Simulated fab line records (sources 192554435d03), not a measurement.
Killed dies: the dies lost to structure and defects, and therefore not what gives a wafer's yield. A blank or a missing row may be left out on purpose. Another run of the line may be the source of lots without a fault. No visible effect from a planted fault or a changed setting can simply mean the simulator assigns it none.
One fault seen from 2 desks || flow n5Finfet || numbers are kept per desk, each desk with only its own; the story behind them comes last

## METROLOGY DESK
Means of the sampled wafers that have a number, per lot and without regard to the tool the lot ran on: this is what the gauges read. The brackets show how far a lot's mean lies from the usual mean; more than 4 standard deviations puts the lot out of limits, marked OUT. It has 10 readings; the 7 that lie furthest out on some lot are the ones shown.
Columns: A = DIBL_N at N5_BEOL_M4_RC_MEAS_101, usual 37.0 mV/V; B = DIBL_P at N5_BEOL_M4_RC_MEAS_101, usual 36.7 mV/V; C = IOFF_P at N5_BEOL_M4_RC_MEAS_101, usual 0.22 nA/um; D = ION_P at N5_BEOL_M4_RC_MEAS_101, usual 461 uA/um; E = SS_N at N5_BEOL_M4_RC_MEAS_101, usual 71.6 mV/dec; F = VT_N at N5_BEOL_M4_RC_MEAS_101, usual 250 mV; G = VT_P at N5_BEOL_M4_RC_MEAS_101, usual -250 mV
{"lot": "L698", "first seen here": "day 8 08:05", "A": 37.1, "B": 39.2, "C": 0.22, "D": 454, "E": 72.7, "F": 253, "G": -251}
{"lot": "L696", "first seen here": "day 8 08:34", "A": 35.3, "B": 35.0, "C": 0.17, "D": 456, "E": 71.3, "F": 251, "G": -254}
{"lot": "L699", "first seen here": "day 8 19:19", "A": 36.8, "B": 36.4, "C": 0.25, "D": 467, "E": 71.7, "F": 246, "G": -246}
{"lot": "L702", "first seen here": "day 9 04:19", "A": 39.1, "B": 39.2, "C": 0.26, "D": 456, "E": 72.3, "F": 248, "G": -249}
{"lot": "L713", "first seen here": "day 11 21:56", "A": 38.3, "B": 38.0, "C": 0.26, "D": 468, "E": 72.0, "F": 245, "G": -247}
{"lot": "L715", "first seen here": "day 13 08:39", "A": 38.1, "B": 40.2, "C": 0.24, "D": 462, "E": 72.0, "F": 249, "G": -248}
{"lot": "L719", "first seen here": "day 13 12:05", "A": 37.3, "B": 36.2, "C": 0.22, "D": 466, "E": 71.3, "F": 249, "G": -248}
{"lot": "L717", "first seen here": "day 13 14:22", "A": 38.0, "B": 38.5, "C": 0.19, "D": 451, "E": 71.9, "F": 253, "G": -254}
{"lot": "L718", "first seen here": "day 14 10:43", "A": 35.8, "B": 34.6, "C": 0.21, "D": 465, "E": 71.7, "F": 249, "G": -250}
Result from this desk: across the 9 lots, nothing is out of limits.

## THE TOOL OWNER'S DESK: rieMetal-03
The tool's own readings at N5_GATE_CUT_ETCHBACK_30 (etches TiN in Cl2/Ar, target depth 3 nm): means of the sampled wafers that have a number, for each lot that ran on this tool. The brackets show how far a lot's mean lies from the usual mean; more than 4 standard deviations puts the lot out of limits, marked OUT.
Columns: A = drypumpMotorCurrentA at N5_GATE_CUT_ETCHBACK_30, usual 6.0 A; B = oesProductAu at N5_GATE_CUT_ETCHBACK_30, usual 0.75 a.u.; C = throttleValvePct at N5_GATE_CUT_ETCHBACK_30, usual 21.0 %
{"lot": "L696", "first seen here": "day 4 14:58", "A": 6.2, "B": 0.77, "C": 21.0}
{"lot": "L699", "first seen here": "day 5 08:41", "A": 6.2, "B": 0.77, "C": 21.0}
{"lot": "L713", "first seen here": "day 8 14:11", "A": 5.9, "B": 0.84, "C": 20.8}
{"lot": "L715", "first seen here": "day 9 06:31", "A": 5.5, "B": 0.94, "C": 20.6}
Result from this desk: across the 4 lots, nothing is out of limits.

## BROUGHT TOGETHER
At the metrology desk, nothing out of limits was observed.
The desk of the tool owner found nothing out of limits.

## WHAT THE SIMULATOR HAD PUT IN
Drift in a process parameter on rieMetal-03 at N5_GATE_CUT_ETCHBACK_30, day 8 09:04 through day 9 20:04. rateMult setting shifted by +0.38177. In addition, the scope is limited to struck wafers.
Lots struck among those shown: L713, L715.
